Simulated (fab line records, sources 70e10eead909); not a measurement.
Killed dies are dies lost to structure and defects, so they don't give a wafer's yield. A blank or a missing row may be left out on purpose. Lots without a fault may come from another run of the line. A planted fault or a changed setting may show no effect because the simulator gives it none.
fab line records | flow nand_harc | part 1 of 2: steps 1 to 4 of 6
record lots=24 wafers=72 last_day=33
route steps=1302 shown A_CONTACT@1004
lots that met no fault: from a run of the same line without faults
start_h: hours from the record's first day to the start of the lot's first wafer shown | wait_h: hours since the lot's step before | " the same as in the row above | L1.1+2: a row that stands for several wafers | - no value, or no start given | * or withheld: withheld | < > ~ a bound
route shown NAME@n: a module of which the file shows steps, and the number in the route of the first | usual: mean/standard deviation of fault-free wafers | same: alike in all rows | chamber/n: place in a boat | sites: the reading at each site | _std_site: their standard deviation | _edge_site: outer sites' mean less inner sites' | radius_mm: how far each site lies from the wafer's centre | mask NAME#n: copy n | behind: the tool/chamber that last shaped the wafer | hold: why the lot was held/for how many hours/how that ended | device: the transistor (n, p or np) that didn't switch | end of line: the same wafers' tests at the end of the route | a step without rows: its recipe alone | killed: dies lost to structure and defects at the first sort, not the wafer's yield | map: a wafer's dies, x killed, . not, _ none there
set.NAME: the setting as run; set.NAME@STEP: as run at that earlier step | model.NAME: the simulator's own value behind a step, which no gauge read
steps of the route over a sample of lots; a table a step, a row a wafer
services: from which hour (start_h, from the record's first day; less than 0 if before it) a tool's chamber was out of use, for how many hours, and why
## steps
# step NHARC_A_CONTACT_ETCH_51
# recipe target_depth_a=70000 over_etch_frac=0.3 time_s=1820 ion_energy_ev=150 o2_flow_sccm=400 cos_flow_sccm=20 ar_flow_sccm=0 rf_w=500 bias_w=300 chemistry=O2/COS
# usual drypump_motor_current_A=5.8/0.49 oes_product_au=1.003/0.0097 rf_vpp_V=313.5/2.4 showerhead_plenum_p_Torr=3.08/0.17 throttle_valve_pct=28.332/0.0085
# columns lot.wafer tool chamber start_h wait_h drypump_motor_current_A oes_product_au rf_hours_counter_h rf_vpp_V showerhead_plenum_p_Torr throttle_valve_pct
L074.1 rie_diel-05 2 - - 6.4 0.991 12 310.8 2.90 28.336
L074.4 " 3 " " 5.4 1.006 12 313.7 2.97 28.352
L074.5 " 2 " " 6.4 0.986 - 309.6 2.90 28.333
L075.4 rie_diel-05 2 - - 6.4 0.995 15 310.1 2.90 28.336
L075.1 " 1 " " 5.8 0.996 14 312.0 2.93 28.325
L075.5 " 3 " " 5.4 1.010 - 312.4 2.97 28.333
L078.3 rie_diel-10 3 - - 5.0 1.001 34 314.3 3.16 28.328
L078.2 " 0 " " 5.7 1.012 29 311.0 2.90 28.332
L078.4 " 2 " " 5.9 0.986 38 314.9 3.21 28.335
L076.3 rie_diel-05 2 - - 6.5 0.996 18 311.2 2.90 28.328
L076.1 " 0 " " 6.1 0.984 18 314.9 3.30 28.338
L076.5 " 1 " " 5.8 0.997 - 311.1 2.93 28.322
L079.4 rie_diel-06 3 - - 5.4 1.019 11 312.4 3.06 28.335
L079.1 " 1 " " 6.0 1.002 11 310.4 2.94 28.336
L079.6 " 2 " " 4.6 1.007 - 312.8 3.15 28.339
L077.4 rie_diel-05 3 - - 5.4 1.007 19 311.9 2.96 28.317
L077.3 " 0 " " 6.1 0.996 19 317.1 3.30 28.333
L077.1 " 1 " " 5.8 1.004 19 312.3 2.93 28.340
L081.2 rie_diel-06 0 - - 6.4 0.996 16 314.0 3.16 28.340
L081.3 " 2 " " 4.6 0.989 17 313.9 3.15 28.314
L081.6 " 0 " " 6.4 0.990 - 314.7 3.16 28.326
L080.4 rie_diel-05 1 - - 5.8 1.009 22 310.3 2.93 28.328
L080.2 " 2 " " 6.5 1.001 23 311.2 2.89 28.326
L080.6 " 1 " " 5.8 0.999 - 310.9 2.93 28.332
L084.2 rie_diel-05 3 - - 5.4 0.997 26 312.2 2.96 28.335
L084.1 " 0 " " 6.1 0.982 26 316.7 3.30 28.339
L084.6 " 2 " " 6.5 1.004 - 311.6 2.89 28.315
L082.2 rie_diel-10 2 - - 6.0 0.988 54 315.4 3.20 28.333
L082.5 " 1 " " 6.5 0.999 - 314.0 3.08 28.331
L082.6 " 2 " " 6.0 0.995 - 316.8 3.20 28.340
L083.2 rie_diel-05 1 - - 5.9 1.008 26 311.6 2.93 28.339
L083.4 " 2 " " 6.4 0.999 27 310.2 2.89 28.323
L083.3 " 3 " " 5.4 1.016 27 312.3 2.96 28.323
L085.1 rie_diel-05 0 - - 6.1 0.996 3 317.6 3.29 28.336
L085.3 " 2 " " 6.5 0.985 2 317.3 3.37 28.334
L085.6 " 0 " " 6.1 0.995 - 316.7 3.29 28.345
L086.4 rie_diel-05 1 - - 5.8 1.007 3 310.7 2.92 28.335
L086.2 " 3 " " 5.4 1.030 3 311.3 2.96 28.333
L086.6 " 1 " " 5.8 1.006 - 311.4 2.92 28.346
L087.4 rie_diel-06 1 - - 6.0 1.014 47 310.3 2.92 28.349
L087.2 " 2 " " 4.6 1.016 49 314.3 3.13 28.340
L087.5 " 1 " " 6.0 1.009 - 310.8 2.92 28.319
L088.3 rie_diel-05 1 - - 5.8 1.004 7 312.1 2.92 28.354
L088.2 " 2 " " 6.5 1.000 6 316.8 3.37 28.329
L088.5 " 1 " " 5.8 1.014 - 312.3 2.92 28.328
L089.2 rie_diel-05 0 - - 6.1 0.990 9 315.4 3.29 28.344
L089.4 " 2 " " 6.5 0.997 8 317.8 3.37 28.313
L089.3 " 3 " " 5.4 1.012 7 311.8 2.96 28.343
L090.3 rie_diel-05 2 - - 6.4 1.001 11 316.3 3.37 28.333
L090.2 " 3 " " 5.4 1.007 11 311.4 2.96 28.341
L090.6 " 3 " " 5.4 1.011 - 310.8 2.96 28.333
L091.3 rie_diel-05 2 - - 6.4 0.996 13 317.0 3.37 28.339
L091.2 " 3 " " 5.4 1.005 12 312.1 2.96 28.325
L091.6 " 1 " " 5.9 1.008 - 312.1 2.92 28.331
L093.1 rie_diel-05 1 664.11 - 5.8 1.019 16 311.5 2.92 28.329
L093.4 " 2 " " 6.5 0.999 15 317.3 3.36 28.338
L093.5 " 0 " " 6.1 0.994 - 315.9 3.29 28.323
L092.3 rie_diel-05 0 - - 6.1 1.006 18 316.9 3.29 28.333
L092.6 " 3 " " 5.4 1.013 - 311.0 2.95 28.323
L092.5 " 0 " " 6.1 1.003 - 317.1 3.29 28.330
L095.1 rie_diel-06 2 - - 4.6 1.003 4 312.0 3.12 28.329
L095.3 " 3 " " 5.3 1.006 4 313.5 3.03 28.339
L095.2 " 0 " " 6.4 1.005 4 315.0 3.13 28.326
L094.4 rie_diel-05 0 - - 6.1 0.997 21 317.0 3.28 28.319
L094.5 " 0 " " 6.1 1.003 - 317.3 3.28 28.334
L094.6 " 1 " " 5.8 1.004 - 311.2 2.92 28.316
L096.2 rie_diel-10 0 - - 5.6 1.018 28 316.0 3.36 28.339
L096.1 " 1 " " 6.5 1.012 31 313.0 3.06 28.341
L096.6 " 3 " " 5.0 1.008 - 316.3 3.13 28.330
L097.3 rie_diel-10 3 - - 5.0 0.997 29 315.7 3.13 28.336
L097.1 " 0 " " 5.6 1.015 30 317.5 3.36 28.346
L097.5 " 2 " " 5.9 1.014 - 314.8 3.18 28.328
# step NHARC_A_CONTACT_ETCH_117
# recipe source_w=withheld pressure_mtorr=20 bias_v=3000 time_s=190 target_depth_a=18500 ar_flow_sccm=withheld c4f8_flow_sccm=withheld o2_flow_sccm=withheld chemistry=C4F8/O2/Ar
# columns lot.wafer tool chamber start_h wait_h rf_hours_counter_h
L074.1 har_cap_etch-01 1 493.51 0.2 128
L074.4 " 0 " " -
L074.5 " 1 " " -
L075.1 har_cap_etch-03 1 503.56 0.1 43
L075.4 " 1 " " -
L075.5 " 0 " " -
L078.2 har_cap_etch-02 1 525.45 0.1 87
L078.3 " 1 " " -
L078.4 " 0 " " -
L076.1 har_cap_etch-03 0 525.59 0.1 47
L076.3 " 1 " " -
L076.5 " 1 " " -
L079.1 har_cap_etch-01 0 530.90 0.1 2
L079.4 " 1 " " -
L079.6 " 1 " " -
L077.1 har_cap_etch-02 1 533.74 0.1 89
L077.3 " 1 " " -
L077.4 " 0 " " -
L081.2 har_cap_etch-03 0 545.52 0.1 51
L081.3 " 1 " " -
L081.6 " 1 " " -
L080.2 har_cap_etch-03 0 555.56 0.4 53
L080.4 " 1 " " -
L080.6 " 0 " " -
L084.1 har_cap_etch-01 1 578.40 0.1 12
L084.2 " 0 " " 12
L084.6 " 1 " " -
L082.2 har_cap_etch-03 1 579.73 0.1 58
L082.6 " 0 " " -
L082.5 " 1 " " -
L083.2 har_cap_etch-02 0 580.06 0.1 99
L083.4 " 0 " " -
L083.3 " 1 " " -
L085.1 har_cap_etch-01 1 610.96 0.1 18
L085.3 " 0 " " -
L085.6 " 1 " " -
L086.2 har_cap_etch-03 0 617.39 0.1 63
L086.4 " 0 " " -
L086.6 " 1 " " -
L087.2 har_cap_etch-03 0 631.32 0.1 65
L087.4 " 1 " " -
L087.5 " 0 " " -
L088.2 har_cap_etch-02 1 634.65 0.1 106
L088.3 " 0 " " -
L088.5 " 0 " " -
L089.2 har_cap_etch-03 1 636.53 0.1 68
L089.4 " 0 " " -
L089.3 " 1 " " -
L090.2 har_cap_etch-02 1 648.43 0.1 110
L090.3 " 1 " " -
L090.6 " 0 " " -
L091.2 har_cap_etch-03 1 649.71 0.1 72
L091.3 " 1 " " -
L091.6 " 0 " " -
L093.1 har_cap_etch-01 0 666.12 0.1 29
L093.4 " 0 " " -
L093.5 " 1 " " -
L092.3 har_cap_etch-02 0 670.68 0.1 -
L092.5 " 1 " " -
L092.6 " 0 " " -
L095.2 har_cap_etch-03 0 692.49 0.1 80
L095.1 " 1 " " 80
L095.3 " 1 " " -
L094.4 har_cap_etch-02 0 693.63 0.1 -
L094.6 " 1 " " -
L094.5 " 0 " " -
L096.2 har_cap_etch-02 1 708.21 0.1 121
L096.1 " 0 " " 121
L096.6 " 1 " " -
L097.1 har_cap_etch-01 1 720.38 0.1 37
L097.3 " 0 " " -
L097.5 " 1 " " -
# step NHARC_A_CONTACT_STRIP_55
# recipe o2_flow_sccm=500 ar_flow_sccm=0 bias_w=0 chemistry=O2
# usual drypump_motor_current_A=5.9/0.49 oes_product_au=1.003/0.0097 rf_vpp_V=57.8/0.95 showerhead_plenum_p_Torr=3.49/0.18 throttle_valve_pct=17.037/0.0084
# columns lot.wafer tool chamber start_h wait_h drypump_motor_current_A oes_product_au rf_hours_counter_h rf_vpp_V showerhead_plenum_p_Torr throttle_valve_pct
L074.4 rie_diel-05 2 - - 6.4 0.994 14 57.4 3.28 17.049
L074.1 " 1 " " 5.8 0.995 14 57.5 3.32 17.045
L074.5 " 3 " " 5.4 1.007 - 57.8 3.36 17.037
L075.4 rie_diel-05 0 - - 6.1 0.997 15 58.4 3.73 17.032
L075.1 " 2 " " 6.5 0.992 15 58.1 3.28 17.051
L075.5 " 0 " " 6.1 0.978 - 60.1 3.73 17.038
L078.2 rie_diel-10 3 - - 5.0 0.999 35 59.1 3.57 17.039
L078.4 " 0 " " 5.7 1.005 30 57.1 3.29 17.032
L078.3 " 1 " " 6.5 0.988 34 57.1 3.49 17.036
L076.1 rie_diel-05 3 - - 5.4 0.998 18 56.9 3.35 17.045
L076.3 " 0 " " 6.1 0.988 18 57.7 3.73 17.023
L076.5 " 3 " " 5.4 0.995 - 58.1 3.35 17.039
L079.4 rie_diel-10 3 - - 5.0 0.995 36 57.3 3.57 17.028
L079.1 " 0 " " 5.6 1.007 32 56.8 3.28 17.036
L079.6 " 0 " " 5.6 1.005 - 56.2 3.28 17.024
L077.1 rie_diel-05 1 - - 5.9 1.020 20 58.1 3.31 17.033
L077.3 " 2 " " 6.4 0.996 20 57.8 3.28 17.039
L077.4 " 0 " " 6.1 0.991 21 58.2 3.73 17.034
L081.2 rie_diel-05 1 - - 5.9 1.014 21 57.8 3.31 17.028
L081.3 " 3 " " 5.4 0.999 22 58.8 3.35 17.038
L081.6 " 1 " " 5.8 1.014 - 58.4 3.31 17.033
L080.2 rie_diel-06 1 - - 6.0 0.997 24 57.1 3.32 17.040
L080.6 " 0 " " 6.4 1.007 - 58.5 3.57 17.047
L080.4 " 2 " " 4.6 0.994 - 57.7 3.55 17.043
L084.1 rie_diel-06 0 - - 6.3 1.016 32 57.5 3.56 17.054
L084.2 " 3 " " 5.3 1.006 32 58.7 3.44 17.040
L084.6 " 1 " " 6.0 1.003 - 59.1 3.31 17.031
L082.2 rie_diel-10 1 - - 6.5 1.006 52 56.5 3.47 17.055
L082.5 " 0 " " 5.7 0.998 - 57.0 3.28 17.014
L082.6 " 1 " " 6.5 1.012 - 59.6 3.48 17.032
L083.4 rie_diel-06 0 - - 6.4 1.008 32 57.4 3.56 17.030
L083.3 " 1 " " 6.0 1.003 33 57.5 3.31 17.023
L083.2 " 2 " " 4.6 1.007 34 56.9 3.55 17.029
L085.1 rie_diel-06 0 - - 6.4 1.018 44 57.0 3.55 17.044
L085.3 " 3 " " 5.3 1.015 46 57.3 3.43 17.045
L085.6 " 0 " " 6.4 1.009 - 58.1 3.55 17.026
L086.4 rie_diel-06 1 - - 6.0 1.009 45 56.7 3.31 17.039
L086.2 " 2 " " 4.6 0.997 46 56.9 3.54 17.034
L086.6 " 1 " " 6.0 1.017 - 57.0 3.31 17.045
L087.4 rie_diel-05 1 - - 5.8 1.011 10 57.1 3.30 17.041
L087.2 " 0 " " 6.1 0.993 9 57.4 3.72 17.034
L087.5 " 1 " " 5.8 0.995 - 56.8 3.30 17.043
L088.2 rie_diel-05 1 - - 5.8 1.005 10 58.3 3.30 17.030
L088.3 " 2 " " 6.5 1.000 9 59.3 3.80 17.043
L088.5 " 0 " " 6.1 1.001 - 58.2 3.72 17.052
L089.4 rie_diel-05 1 - - 5.8 1.007 11 57.7 3.30 17.041
L089.3 " 2 " " 6.5 0.990 9 58.4 3.80 17.028
L089.2 " 0 " " 6.1 0.991 10 58.7 3.72 17.039
L090.3 rie_diel-05 3 - - 5.4 1.019 12 58.4 3.34 17.045
L090.2 " 1 " " 5.8 1.000 15 57.2 3.30 17.034
L090.6 " 0 " " 6.1 1.004 - 59.0 3.71 17.033
L091.3 rie_diel-05 3 - - 5.4 1.017 12 56.5 3.34 17.029
L091.2 " 0 " " 6.1 0.994 14 56.3 3.71 17.050
L091.6 " 1 " " 5.8 0.993 - 56.7 3.30 17.025
L093.4 rie_diel-10 0 - - 5.7 1.010 16 57.6 3.80 17.040
L093.1 " 1 " " 6.5 1.014 20 57.4 3.46 17.038
L093.5 " 3 " " 5.0 0.998 - 58.9 3.55 17.030
L092.3 rie_diel-10 0 - - 5.6 1.004 19 58.3 3.80 17.040
L092.6 " 0 " " 5.6 0.989 - 58.1 3.80 17.037
L092.5 " 1 " " 6.5 1.004 - 58.1 3.46 17.036
L095.1 rie_diel-05 0 - - 6.1 0.999 22 57.8 3.71 17.035
L095.3 " 1 " " 5.8 1.010 22 57.0 3.30 17.059
L095.2 " 3 " " 5.4 1.033 21 57.4 3.34 17.042
L094.4 rie_diel-05 2 - - 6.5 0.986 21 58.4 3.80 17.035
L094.6 " 3 " " 5.4 1.017 - 58.4 3.34 17.028
L094.5 " 0 " " 6.1 0.991 - 58.2 3.71 17.028
L096.1 rie_diel-05 0 - - 6.1 0.997 25 58.2 3.71 17.051
L096.2 " 2 " " 6.4 0.993 23 58.9 3.79 17.034
L096.6 " 0 " " 6.1 1.009 - 59.5 3.71 17.033
L097.3 rie_diel-05 3 - - 5.4 1.015 25 58.5 3.33 17.026
L097.1 " 1 " " 5.8 0.994 27 56.8 3.29 17.035
L097.5 " 3 " " 5.4 1.010 - 56.9 3.33 17.038
# step NHARC_A_CONTACT_ETCH_75
# recipe target_depth_a=390 over_etch_frac=0.3 time_s=65 ion_energy_ev=80 cf4_flow_sccm=150 ar_flow_sccm=0 rf_w=300 bias_w=100 chemistry=CF4
# usual drypump_motor_current_A=5.8/0.55 oes_product_au=1.005/0.0099 rf_vpp_V=151.1/1.3 showerhead_plenum_p_Torr=1.75/0.087 throttle_valve_pct=13.284/0.0093
# columns lot.wafer tool chamber start_h wait_h drypump_motor_current_A oes_product_au rf_hours_counter_h rf_vpp_V showerhead_plenum_p_Torr throttle_valve_pct
L074.4 rie_diel-06 1 501.44 0.1 6.0 0.992 2 151.3 1.67 13.290
L074.1 " 2 " " 4.6 1.003 1 151.2 1.79 13.293
L074.5 " 2 " " 4.6 1.010 - 151.3 1.79 13.287
L075.4 rie_diel-05 1 511.20 0.1 5.8 1.000 16 149.3 1.66 13.261
L075.1 " 3 " " 5.4 0.995 16 151.0 1.68 13.283
L075.5 " 2 " " 6.4 0.999 - 149.7 1.64 13.288
L078.2 rie_diel-06 0 533.51 0.1 6.3 1.002 12 150.7 1.79 13.284
L078.3 " 2 " " 4.6 0.988 14 151.2 1.78 13.291
L078.4 " 3 " " 5.3 1.014 13 149.7 1.73 13.283
L076.3 rie_diel-05 1 534.20 0.1 5.8 1.014 20 149.4 1.66 13.289
L076.1 " 3 " " 5.4 1.006 20 152.4 1.68 13.289
L076.5 " 0 " " 6.1 0.990 - 153.1 1.87 13.283
L079.1 rie_diel-06 1 538.49 0.1 6.0 0.996 16 149.6 1.67 13.295
L079.4 " 3 " " 5.3 1.006 15 150.5 1.73 13.281
L079.6 " 1 " " 6.0 0.999 - 150.3 1.67 13.273
L077.1 rie_diel-10 2 542.80 0.1 5.9 0.991 42 152.1 1.82 13.280
L077.4 " 0 " " 5.6 1.004 34 149.2 1.65 13.286
L077.3 " 1 " " 6.5 0.979 37 151.4 1.75 13.273
L081.2 rie_diel-05 3 554.46 0.1 5.4 1.004 23 149.2 1.68 13.290
L081.3 " 1 " " 5.8 1.009 23 148.5 1.66 13.273
L081.6 " 2 " " 6.4 0.997 - 149.5 1.64 13.294
L080.2 rie_diel-05 1 564.57 0.1 5.8 1.007 24 149.7 1.66 13.273
L080.4 " 0 " " 6.1 0.995 24 151.5 1.87 13.273
L080.6 " 1 " " 5.8 1.007 - 150.1 1.66 13.287
L084.1 rie_diel-10 1 585.72 0.1 6.5 0.997 54 150.7 1.74 13.274
L084.2 " 2 " " 5.9 0.997 58 151.5 1.81 13.280
L084.6 " 1 " " 6.5 0.998 - 150.5 1.74 13.301
L082.2 rie_diel-06 0 589.31 0.2 6.3 1.015 35 152.5 1.78 13.285
L082.6 " 3 " " 5.3 1.004 - 151.6 1.73 13.286
L082.5 " 0 " " 6.3 1.021 - 152.2 1.78 13.274
L083.2 rie_diel-06 2 589.34 0.1 4.6 1.009 37 151.5 1.78 13.272
L083.3 " 3 " " 5.3 1.006 35 150.9 1.72 13.278
L083.4 " 0 " " 6.3 1.019 35 151.8 1.78 13.283
L085.3 rie_diel-05 1 624.20 0.1 5.8 1.011 4 149.7 1.66 13.271
L085.1 " 3 " " 5.4 1.023 4 149.7 1.68 13.290
L085.6 " 0 " " 6.1 0.999 - 153.3 1.86 13.282
L086.2 rie_diel-05 1 627.37 0.1 5.8 1.005 5 149.6 1.66 13.306
L086.4 " 0 " " 6.1 0.984 5 151.9 1.86 13.286
L086.6 " 1 " " 5.8 0.994 - 150.5 1.66 13.298
L087.2 rie_diel-05 0 639.99 0.1 6.1 0.998 10 153.5 1.86 13.286
L087.4 " 1 " " 5.8 1.013 11 150.5 1.66 13.281
L087.5 " 3 " " 5.4 1.022 - 151.2 1.68 13.281
L088.2 rie_diel-05 3 642.03 0.1 5.4 1.017 9 150.0 1.68 13.285
L088.3 " 1 " " 5.8 0.999 11 149.6 1.66 13.290
L088.5 " 2 " " 6.4 0.988 - 152.4 1.91 13.284
L089.2 rie_diel-06 1 643.86 0.1 6.0 1.012 54 149.7 1.66 13.295
L089.3 " 2 " " 4.6 1.009 55 150.8 1.77 13.296
L089.4 " 0 " " 6.3 1.013 53 151.7 1.78 13.286
L090.2 rie_diel-06 2 655.72 0.1 4.6 1.005 58 152.0 1.77 13.269
L090.3 " 3 " " 5.3 1.010 57 151.7 1.72 13.288
L090.6 " 1 " " 6.0 0.998 - 150.8 1.65 13.274
L091.2 rie_diel-05 3 658.92 0.1 5.4 1.016 13 149.6 1.68 13.300
L091.3 " 0 " " 6.1 0.989 15 151.8 1.86 13.269
L091.6 " 1 " " 5.8 1.012 - 150.3 1.66 13.280
L093.1 rie_diel-06 1 673.53 0.1 6.0 1.011 0 149.8 1.65 13.300
L093.4 " 0 " " 6.3 1.001 0 150.6 1.78 13.280
L093.5 " 2 " " 4.6 1.012 - 152.3 1.77 13.293
L092.3 rie_diel-05 2 679.32 0.1 6.4 0.994 17 153.0 1.90 13.279
L092.6 " 3 " " 5.4 1.018 - 150.1 1.67 13.288
L092.5 " 0 " " 6.1 0.990 - 152.0 1.86 13.274
L095.1 rie_diel-10 3 699.74 0.1 5.0 1.009 25 150.7 1.78 13.274
L095.3 " 0 " " 5.7 1.021 26 153.6 1.90 13.289
L095.2 " 1 " " 6.5 1.017 29 150.9 1.73 13.303
L094.4 rie_diel-05 1 700.85 0.1 5.8 1.000 22 150.6 1.65 13.279
L094.5 " 3 " " 5.4 1.023 - 149.1 1.67 13.268
L094.6 " 0 " " 6.1 0.999 - 154.0 1.86 13.286
L096.1 rie_diel-05 1 717.26 0.1 5.8 1.002 24 150.8 1.65 13.289
L096.2 " 2 " " 6.4 0.986 23 153.0 1.90 13.283
L096.6 " 0 " " 6.1 0.995 - 152.6 1.86 13.285
L097.1 rie_diel-10 3 730.01 0.1 5.0 1.002 34 150.9 1.77 13.281
L097.3 " 1 " " 6.5 1.018 40 151.1 1.73 13.291
L097.5 " 3 " " 5.0 0.990 - 150.7 1.77 13.279
